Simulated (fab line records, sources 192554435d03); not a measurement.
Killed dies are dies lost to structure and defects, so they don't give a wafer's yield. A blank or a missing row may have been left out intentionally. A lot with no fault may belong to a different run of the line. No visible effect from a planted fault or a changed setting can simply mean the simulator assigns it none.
Chamber matching || flow n5_finfet || 4 sister chambers for N5_BEOL_M13_CMP_49 on cmp-01
The step polishes, stops on SiOC, t overpolish 17.1 s, target thk 420 nm. 4 wafers are shown with their chamber, then 12 later ones without.

## WAFERS PAIRED WITH THEIR CHAMBERS
{"wafer": "L087.5", "chamber": 2, "motor_current_A (A)": 5.1}
{"wafer": "L086.2", "chamber": 3, "motor_current_A (A)": 5.1}
{"wafer": "L086.3", "chamber": 0, "motor_current_A (A)": 6.2}
{"wafer": "L086.4", "chamber": 1, "motor_current_A (A)": 6.8}

## WAFERS WHOSE CHAMBER IS MISSING
{"wafer": "L090.1", "motor_current_A (A)": 6.3}
{"wafer": "L090.3", "motor_current_A (A)": 6.6}
{"wafer": "L090.6", "motor_current_A (A)": 6.2}
{"wafer": "L093.1", "motor_current_A (A)": 6.6}
{"wafer": "L093.3", "motor_current_A (A)": 5.0}
{"wafer": "L093.4", "motor_current_A (A)": 6.0}
{"wafer": "L095.2", "motor_current_A (A)": 4.8}
{"wafer": "L095.5", "motor_current_A (A)": 6.6}
{"wafer": "L095.6", "motor_current_A (A)": 4.8}
{"wafer": "L097.2", "motor_current_A (A)": 6.8}
{"wafer": "L097.3", "motor_current_A (A)": 5.2}
{"wafer": "L097.5", "motor_current_A (A)": 4.9}

## WHICH CHAMBER EACH WENT THROUGH
{"wafer": "L090.1", "from the rows above": 0, "in truth": 0}
{"wafer": "L090.3", "from the rows above": "can't be placed: 1 or 0", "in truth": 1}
{"wafer": "L090.6", "from the rows above": 0, "in truth": 0}
{"wafer": "L093.1", "from the rows above": "can't be placed: 1 or 0", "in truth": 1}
{"wafer": "L093.3", "from the rows above": "can't be placed: 2 or 3", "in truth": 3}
{"wafer": "L093.4", "from the rows above": 0, "in truth": 0}
{"wafer": "L095.2", "from the rows above": "can't be placed: 2 or 3", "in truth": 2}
{"wafer": "L095.5", "from the rows above": "can't be placed: 1 or 0", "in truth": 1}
{"wafer": "L095.6", "from the rows above": "can't be placed: 2 or 3", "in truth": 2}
{"wafer": "L097.2", "from the rows above": 1, "in truth": 1}
{"wafer": "L097.3", "from the rows above": "can't be placed: 2 or 3", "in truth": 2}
{"wafer": "L097.5", "from the rows above": "can't be placed: 2 or 3", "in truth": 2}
Correct placement for 4 of the 12. These rows do not allow placing 8 (true chamber among the candidates in 8). Number placed wrongly: 0.
How it was worked out, from the rows above alone: a wafer's distance from a chamber is the root of the sum, over the readings, of the square of ((its reading less the chamber's mean) divided by the reading's scatter). If the next closest chamber is less than 2 further off than the closest, the wafer can't be placed; otherwise it belongs to the closest. The mean given for a chamber averages the wafers shown for that chamber. The scatter: root of mean squared gap, hidden wafer to nearest shown wafer, with one shown wafer a chamber.
